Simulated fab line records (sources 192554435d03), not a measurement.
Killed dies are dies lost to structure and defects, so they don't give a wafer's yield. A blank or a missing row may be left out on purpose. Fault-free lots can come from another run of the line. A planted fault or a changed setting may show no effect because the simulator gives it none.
fab line records	flow n5Finfet
record lots=10	wafers=29	lastDay=17
route steps=1938 shown SD_EPI_P@314 ILD0@335 BEOL_M4@1111 PASSIVATION@1936
lots untouched by any fault: they come from a run of this same line in which no faults occurred
startH: start of the lot's first displayed wafer, in hours after the record's first day	waitH: hours since the lot's step before	" the same as in the row above	L1.1+2: one row covering several wafers at once	- either no value or no given start	* or withheld: withheld	< > ~ a bound
route shown NAME@n: a module of which the file shows steps, and the number in the route of the first	usual: mean/standard deviation of fault-free wafers	same: alike in all rows	chamber/n: place in a boat	sites: the reading at each site	_std_site: the values' standard deviation	_edge_site: inner sites' mean taken away from outer sites' mean	radiusMm: for every site, how far away it sits from the centre of the wafer	mask NAME#n: copy n	behind: the last tool/chamber to shape the wafer	hold: the reason the lot was held/the length of the hold in hours/how it ended	device: the transistor (n, p or np) that didn't switch	end of line: the same wafers' tests at the end of the route	a step given without rows: its recipe and nothing more	killed: dies lost to structure and defects at the first sort, not the wafer's yield	map: the dies of a wafer, with x for killed, . for not killed, _ for no die there
set.NAME: the setting as run; set.NAME@STEP: as run at that earlier step	model.NAME: the simulator's own value behind a step, which no gauge read
steps of the route over a sample of lots; a table a step, a row a wafer
services: when a tool's chamber went out of use (startH, in hours from the record's first day, below 0 if earlier), for how many hours, and the reason
## steps
# step N5_SD_EPI_P_SD_RECESS_17
# recipe chemistry=HBr/Cl2/O2	targetDepthA=391	btTimeS=3	pressureMtorr=10	icpW=800	biasW=112	HBr_flow_sccm=150	Cl2_flow_sccm=80	O2_flow_sccm=12
# usual drypumpMotorCurrentA=5.9/0.52	oesProductAu=0.995/0.012	throttleValvePct=37.11/0.27
lot.wafer	tool	chamber	startH	waitH	drypumpMotorCurrentA	oesProductAu	rfHoursCounterH	throttleValvePct
L574.1	rieSi-02	3	73.20	0.0	6.3	0.999	69	37.52
L574.2	"	1	"	"	4.8	0.998	54	36.69
L574.4	"	0	"	"	6.2	0.975	177	37.19
L577.1	rieSi-02	0	91.82	0.0	6.2	0.974	178	37.20
L577.2	"	1	"	"	4.8	0.990	54	36.69
L577.6	"	1	"	"	4.8	0.995	-	36.70
L578.2	rieSi-04	0	97.85	0.0	5.7	0.997	190	36.98
L578.4	"	3	"	"	5.8	0.994	115	36.72
L578.5	"	1	"	"	6.2	0.998	-	37.29
L579.1	rieSi-02	3	104.66	0.0	6.3	1.001	70	37.51
L579.4	"	0	"	"	6.2	0.977	178	37.19
L579.6	"	2	"	"	6.1	0.997	-	37.03
L581.3	rieSi-04	2	114.25	0.0	6.7	0.997	4	37.25
L581.4	"	1	"	"	6.2	0.987	172	37.31
L581.5	"	2	"	"	6.7	0.984	-	37.25
L587.2	rieSi-06	3	152.23	0.0	5.1	1.011	51	36.94
L587.3	"	1	"	"	5.7	1.001	42	37.56
L587.4	"	0	"	"	5.6	1.012	39	37.39
L591.1	rieSi-04	1	175.12	0.0	6.2	0.994	174	37.31
L591.3	"	2	"	"	6.7	0.992	5	37.26
L591.5	"	2	"	"	6.7	1.005	-	37.24
L592.5	rieSi-04	3	179.65	0.1	5.9	0.990	-	36.70
L592.6	"	1	"	"	6.2	0.984	-	37.30
L593.1	rieSi-06	0	187.61	0.0	5.6	1.004	39	37.38
L593.4	"	3	"	"	5.2	1.012	51	36.93
L593.6	"	1	"	"	5.7	1.004	-	37.56
L594.4	rieSi-06	2	192.00	0.0	5.6	1.021	41	37.11
L594.5	"	3	"	"	5.1	1.018	-	36.93
L594.6	"	2	"	"	5.6	1.015	-	37.10
# step N5_SD_EPI_P_STRIP_40
# recipe chemistry=N2/H2	powerW=1000	tempC=250	h2Frac=0.65	overashFraction=0.3	pressureMtorr=withheld	n2FlowSccm=1750	h2FlowSccm=3250
# usual drypumpMotorCurrentA=5.5/0.5	heaterPowerW=307/11	oesProductAu=0.761/0.0094
lot.wafer	tool	chamber	startH	waitH	drypumpMotorCurrentA	heaterPowerW	oesProductAu	rfHoursCounterH
L574.1	plasmaAsher-01	1	73.35	0.0	5.4	293	0.780	85
L574.2	"	0	"	"	5.2	320	0.769	85
L574.4	"	1	"	"	5.4	291	0.767	-
L577.1	plasmaAsher-02	1	91.96	0.0	6.3	315	0.773	42
L577.2	"	0	"	"	5.0	314	0.764	42
L577.6	"	0	"	"	5.0	311	0.768	-
L578.2	plasmaAsher-02	0	98.00	0.0	5.0	312	0.758	43
L578.4	"	1	"	"	6.3	308	0.763	-
L578.5	"	1	"	"	6.3	305	0.776	-
L579.1	plasmaAsher-02	1	104.80	0.0	6.3	306	0.755	45
L579.4	"	1	"	"	6.3	309	0.759	-
L579.6	"	0	"	"	5.0	313	0.752	-
L581.3	plasmaAsher-01	0	114.41	0.0	5.2	313	0.777	-
L581.4	"	1	"	"	5.4	295	0.760	-
L581.5	"	1	"	"	5.4	289	0.755	-
L587.2	plasmaAsher-01	1	152.38	0.0	5.4	290	0.756	100
L587.3	"	1	"	"	5.4	290	0.768	-
L587.4	"	0	"	"	5.2	316	0.759	-
L591.1	plasmaAsher-01	1	175.27	0.0	5.4	295	0.745	104
L591.3	"	0	"	"	5.2	329	0.749	-
L591.5	"	1	"	"	5.4	293	0.781	-
L592.5	plasmaAsher-01	0	179.80	0.1	5.2	313	0.769	-
L592.6	"	1	"	"	5.4	292	0.757	-
L593.1	plasmaAsher-01	1	187.75	0.0	5.4	288	0.760	106
L593.4	"	0	"	"	5.2	314	0.771	-
L593.6	"	1	"	"	5.4	291	0.755	-
L594.4	plasmaAsher-02	1	192.20	0.0	6.3	311	0.756	-
L594.5	"	1	"	"	6.4	302	0.754	-
L594.6	"	0	"	"	5.0	316	0.746	-
# step N5_SD_EPI_P_PRECLEAN_33
# recipe chemistry=SC2	timeS=45	tempC=35	mix=1:1:50
# same timeS=45
lot.wafer	tool	chamber	startH	waitH
L574.1+2+4	wetBench-05	6,5,2	76.19	0.0
L577.1+2+6	wetBench-01	5,0,4	96.76	0.0
L578.2+4+5	wetBench-05	3,6,4	101.67	0.0
L579.1+4+6	wetBench-05	1,4,6	108.48	0.0
L581.3+4+5	wetBench-05	4,2,0	117.35	0.0
L587.2+3+4	wetBench-05	4,5,0	156.07	0.0
L591.1+3+5	wetBench-05	2,6,0	178.95	0.0
L592.5+6	wetBench-01	6,3	182.60	0.0
L593.1+4+6	wetBench-01	7,2,5	192.57	0.0
L594.4+5+6	wetBench-01	4,5,2	195.03	0.0
# step N5_SD_EPI_P_INSPECT_26
# recipe inspectInstrument=darkfield	mode=postEpi
# usual rawDefectCount=178/39
lot.wafer	tool	chamber	startH	waitH	rawDefectCount
L574.1	defectInspect-02	-	76.24	0.0	123
L574.2	"	-	"	"	158
L574.4	"	-	"	"	197
L577.1	defectInspect-02	-	96.81	0.0	199
L577.2	"	-	"	"	190
L577.6	"	-	"	"	207
L578.2	defectInspect-02	-	101.73	0.0	168
L578.4	"	-	"	"	184
L578.5	"	-	"	"	236
L579.1	defectInspect-02	-	108.53	0.0	110
L579.4	"	-	"	"	172
L579.6	"	-	"	"	208
L581.3	defectInspect-02	-	117.40	0.0	141
L581.4	"	-	"	"	125
L581.5	"	-	"	"	202
L587.2	defectInspect-02	-	156.12	0.0	508
L587.3	"	-	"	"	566
L587.4	"	-	"	"	555
L591.1	defectInspect-02	-	179.00	0.0	634
L591.3	"	-	"	"	606
L591.5	"	-	"	"	533
L592.5	defectInspect-01	-	182.65	0.0	192
L592.6	"	-	"	"	153
L593.1	defectInspect-02	-	192.63	0.0	225
L593.4	"	-	"	"	201
L593.6	"	-	"	"	196
L594.4	defectInspect-02	-	195.08	0.0	318
L594.5	"	-	"	"	275
L594.6	"	-	"	"	297
# step N5_ILD0_LINER_00
# recipe material=SiNx	targetThkA=40	tempC=400	aldPrecursorFamily=SiH2I2	aldCoReactant=N2/H2-plasma	pulseTimeS=1	purgeTimeS=2	coReactantPurgeTimeS=2	aldCycles=80	pressureTorr=2
# usual heaterPowerW=872/100	precursorPulseHeightRel=1.001/0.019	susceptorTempC=399.98/0.22
lot.wafer	tool	chamber	startH	waitH	heaterPowerW	precursorPulseHeightRel	susceptorTempC
L574.1	aldSin-03	1	77.17	0.0	778	0.973	400.51
L574.2	"	2	"	"	749	0.997	399.91
L574.4	"	0	"	"	999	1.005	400.14
L577.1	aldSin-04	2	97.72	0.1	974	0.985	400.11
L577.2	"	0	"	"	873	1.008	400.21
L577.6	"	1	"	"	896	1.010	399.70
L578.2	aldSin-01	1	102.84	0.3	843	0.994	399.75
L578.4	"	3	"	"	718	0.986	400.50
L578.5	"	2	"	"	909	0.982	400.30
L579.1	aldSin-01	0	109.32	0.0	1027	0.983	399.69
L579.4	"	2	"	"	882	0.961	400.11
L579.6	"	3	"	"	732	1.042	399.68
L581.3	aldSin-03	3	118.22	0.0	740	1.023	400.17
L581.4	"	1	"	"	764	1.002	399.81
L581.5	"	0	"	"	989	1.016	399.82
L587.2	aldSin-04	1	156.94	0.0	903	1.002	400.24
L587.3	"	2	"	"	978	0.966	399.58
L587.4	"	0	"	"	870	1.020	399.93
L591.1	aldSin-01	2	180.58	0.6	899	0.975	400.13
L591.3	"	3	"	"	733	1.010	400.29
L591.5	"	3	"	"	733	0.984	400.10
L592.5	aldSin-01	0	183.80	0.4	1013	0.989	400.00
L592.6	"	2	"	"	891	0.983	399.83
L593.1	aldSin-03	0	193.43	0.0	1070	1.002	399.89
L593.4	"	0	"	"	1066	0.982	399.91
L593.6	"	3	"	"	707	0.972	399.90
L594.4	aldSin-03	0	195.88	0.0	1039	1.016	400.33
L594.5	"	2	"	"	741	0.937	400.13
L594.6	"	3	"	"	695	1.024	400.02
# step N5_BEOL_M4_RC_MEAS_101
# usual DIBL_N=36.6/1.8	DIBL_P=37.1/2.1	IOFF_N=0.17/0.033	IOFF_P=0.23/0.039	ION_N=681/13	ION_P=467/8.7	SS_N=71.6/0.59	SS_P=73.4/0.63	VT_N=249/3.4	VT_P=-249/3.7
lot.wafer	tool	chamber	startH	waitH	DIBL_N[mV/V]	DIBL_P[mV/V]	IOFF_N[nA/um]	IOFF_P[nA/um]	ION_N[uA/um]	ION_P[uA/um]	SS_N[mV/dec]	SS_P[mV/dec]	VT_N[mV]	VT_P[mV]
L574.1	prober-01	0	187.13	0.0	35.2	36.8	0.16	0.22	696	476	71.5	72.8	249	-247
L574.2	"	0	"	"	35.8	37.1	0.16	0.22	666	458	71.5	72.9	252	-248
L574.4	"	0	"	"	37.4	38.8	0.18	0.25	673	458	72.4	72.8	249	-249
L578.2	prober-01	0	213.57	0.2	35.8	37.8	0.19	0.25	699	476	71.5	73.2	245	-246
L578.4	"	0	"	"	37.5	39.7	0.22	0.27	687	468	72.4	74.6	242	-249
L578.5	"	0	"	"	36.1	38.7	0.20	0.24	696	473	71.7	73.2	246	-245
L577.1	prober-02	0	215.87	0.0	37.5	38.9	0.18	0.21	692	469	71.5	73.4	248	-253
L577.2	"	0	"	"	37.0	38.5	0.18	0.22	690	468	71.0	73.3	248	-251
L577.6	"	0	"	"	37.9	38.8	0.18	0.21	673	455	71.7	73.7	253	-254
L579.1	prober-01	0	220.25	0.0	40.0	40.4	0.23	0.29	683	467	72.9	74.0	247	-244
L579.4	"	0	"	"	38.0	38.1	0.19	0.23	694	468	71.4	73.3	247	-249
L579.6	"	0	"	"	37.6	36.9	0.18	0.22	682	462	71.9	73.9	248	-251
L581.3	prober-01	0	222.71	0.3	33.9	32.8	0.12	0.17	677	463	70.6	72.5	252	-254
L581.4	"	0	"	"	36.8	36.9	0.17	0.23	691	473	71.5	73.4	247	-251
L581.5	"	0	"	"	38.0	37.0	0.19	0.23	675	457	72.1	73.6	248	-248
L587.2	prober-02	0	269.04	0.2	38.4	38.3	0.20	0.25	688	467	72.3	74.1	249	-248
L587.3	"	0	"	"	36.0	36.4	0.16	0.23	664	462	71.3	72.6	253	-250
L587.4	"	0	"	"	36.4	36.4	0.17	0.23	671	463	72.0	72.9	249	-248
L591.1	prober-02	0	291.15	0.0	38.1	39.0	0.21	0.29	691	475	71.5	73.3	243	-243
L591.3	"	0	"	"	34.8	35.4	0.14	0.23	673	476	71.7	72.8	249	-244
L591.5	"	0	"	"	36.8	37.6	0.17	0.28	699	487	71.0	72.7	247	-242
L592.5	prober-01	0	292.24	0.6	41.7	43.4	0.33	0.40	728	499	72.3	75.2	237	-238
L592.6	"	0	"	"	36.8	36.5	0.17	0.23	681	472	71.1	73.5	248	-248
L593.1	prober-02	0	294.24	0.0	35.8	36.8	0.18	0.26	677	476	71.2	73.4	246	-244
L593.4	"	0	"	"	35.4	35.9	0.18	0.25	695	483	71.0	73.1	246	-242
L593.6	"	0	"	"	33.9	34.5	0.15	0.23	699	475	70.7	73.2	250	-242
L594.4	prober-01	0	300.35	0.5	37.6	36.1	0.19	0.23	680	465	71.9	73.3	248	-248
L594.5	"	0	"	"	35.7	34.1	0.15	0.19	683	460	71.6	72.8	249	-250
L594.6	"	0	"	"	35.8	33.4	0.14	0.19	659	454	71.4	72.7	251	-250
# step N5_PASSIVATION_PROBE_49
# usual defectLimitedYield=91.1/1.4	killed_at_M0_to_M3=32/9.4	killed_at_M4_up=14/5.1	killedAtContacts=11/5.5	killedAtFrontEnd=44/13	killedAtOther=4/3.2	killedDies=104/16	killedOpen=70/12	killedShort=33/7.8	sort_bin_4_leakage=0.01/0.057	sort_bin_5_function=5.1/0.91	sort_bin_6_memory=3.4/0.63	sortNPass=1075/16	sortYieldPct=91.2/1.4
# same grossDies=1180	killedAtBackSide=0	sort_bin_8_speed[%]=0
lot.wafer	tool	chamber	startH	waitH	defectLimitedYield[%]	killed_at_M0_to_M3	killed_at_M4_up	killedAtContacts	killedAtFrontEnd	killedAtOther	killedDies	killedOpen	killedShort	sort_bin_4_leakage[%]	sort_bin_5_function[%]	sort_bin_6_memory[%]	sortNPass	sortYieldPct[%]
L587.2	prober-02	-	380.93	0.1	82.7	31	14	11	143	5	204	58	27	0	11.4	4.6	976	82.7
L587.3	prober-02	-	380.98	0.1	86.7	47	15	13	72	10	157	74	48	0	8.1	4.2	1023	86.7
L587.4	prober-02	-	381.03	0.2	81.5	38	13	6	154	7	218	70	32	0	12.5	4.3	962	81.5
L591.1	prober-02	-	396.01	0.0	86.0	47	13	12	92	1	165	71	43	0	8.1	4.5	1015	86.0
L591.3	prober-02	-	396.11	0.1	87.3	45	5	14	84	2	150	64	43	0	7.9	3.6	1030	87.3
L591.5	prober-02	-	396.21	0.2	83.2	36	10	17	134	1	198	69	32	0	11.5	3.1	982	83.2
# killed by level:class
L587.2 SD_EPI_P:unspecified=117 MOL_CONTACT_COAG:geometricParticle:open=9 BEOL_M1:geometricParticle:open=9 GATE_CUT:geometricParticle:short=6 BEOL_M0_SAQP:geometricParticle:short=6 BEOL_M3:geometricParticle:open=6 FIN_SAQP:geometricParticle:open=5 BEOL_M0_SAQP:geometricParticle:open=5
L587.3 SD_EPI_P:unspecified=33 BEOL_M0_SAQP:geometricParticle:short=12 BEOL_M0_SAQP:geometricParticle:open=11 MOL_CONTACT_COAG:geometricParticle:open=11 FIN_SAQP:geometricParticle:open=7 BEOL_M1:geometricParticle:open=6 DUMMY_GATE:geometricParticle:open=5 MIM_TOP:geometricParticle:short=5
L587.4 SD_EPI_P:unspecified=115 BEOL_M1:geometricParticle:open=13 FIN_SAQP:geometricParticle:short=12 BEOL_M0_SAQP:geometricParticle:open=10 BEOL_M4:geometricParticle:open=10 FIN_SAQP:geometricParticle:open=7 BEOL_M0_SAQP:geometricParticle:short=6 MOL_CONTACT_COAG:geometricParticle:open=4
L591.1 SD_EPI_P:unspecified=51 BEOL_M0_SAQP:geometricParticle:open=19 BEOL_M0_SAQP:geometricParticle:short=14 FIN_SAQP:geometricParticle:short=10 STI_FIN_REVEAL:geometricParticle:open=10 MOL_CONTACT_COAG:geometricParticle:open=9 FIN_SAQP:geometricParticle:open=6 BEOL_M2:geometricParticle:open=4
L591.3 SD_EPI_P:unspecified=43 BEOL_M0_SAQP:geometricParticle:short=14 BEOL_M0_SAQP:geometricParticle:open=12 FIN_SAQP:geometricParticle:short=11 FIN_SAQP:geometricParticle:open=11 MOL_CONTACT_COAG:geometricParticle:open=10 BEOL_M3:geometricParticle:open=8 DUMMY_GATE:geometricParticle:open=7
L591.5 SD_EPI_P:unspecified=97 FIN_SAQP:geometricParticle:open=13 MOL_CONTACT_COAG:geometricParticle:open=13 FIN_SAQP:geometricParticle:short=12 BEOL_M0_SAQP:geometricParticle:open=9 BEOL_M0_SAQP:geometricParticle:short=9 BEOL_M2:geometricParticle:open=6 BEOL_M3:geometricParticle:open=5
## services
tool	chamber	startH	hours	kind
rieSi-04	3	49.67	15.3	repair
plasmaAsher-01	-	51.65	0.6	repair
plasmaAsher-01	-	67.45	2.4	repair
rieSi-02	2	76.80	7.2	repair
aldSin-01	-	84.25	1.3	repair
aldSin-01	3	104.10	3.1	repair
rieSi-06	-	117.40	14.6	pm
rieSi-04	0	173.03	-	clean
rieSi-04	0	173.03	12.3	scheduledDown
rieSi-04	0	173.03	12.3	ventCycle
aldSin-03	-	176.75	14.0	pm
aldSin-03	0	176.75	14.0	ventCycle
aldSin-03	1	176.75	14.0	ventCycle
aldSin-03	2	176.75	14.0	ventCycle
aldSin-03	3	176.75	14.0	ventCycle
rieSi-02	2	177.84	32.9	repair
aldSin-03	0	190.75	-	clean
aldSin-03	1	190.75	-	clean
aldSin-03	2	190.75	-	clean
aldSin-03	3	190.75	-	clean
aldSin-03	2	192.69	1.5	repair
aldSin-03	1	192.78	2.5	repair
aldSin-04	2	195.96	1.4	repair
## key
firstSign step=N5_SD_EPI_P_INSPECT_26	reading=rawDefectCount	direction=up	sigmas=9.9	usual=178	struck=567
effect step=N5_PASSIVATION_PROBE_49	reading=killedAtFrontEnd	direction=up	sigmas=5.4	usual=44	struck=113
moreKillsBornAt N5_SD_EPI_P_PRECLEAN_33@wetBench-05=456
metAt N5_SD_EPI_P_PRECLEAN_33
struckLots L587,L591
notActingAt N5_SD_EPI_P_SD_RECESS_17,N5_SD_EPI_P_STRIP_40,N5_ILD0_LINER_00
onsetBetween 117.35 156.07
fault kind=chamberParticleSource	tool=wetBench-05	chamber=-	onsetH=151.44	steps=N5_SD_EPI_P_PRECLEAN_33	ratePerVisitCm2=0.65824	endH=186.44
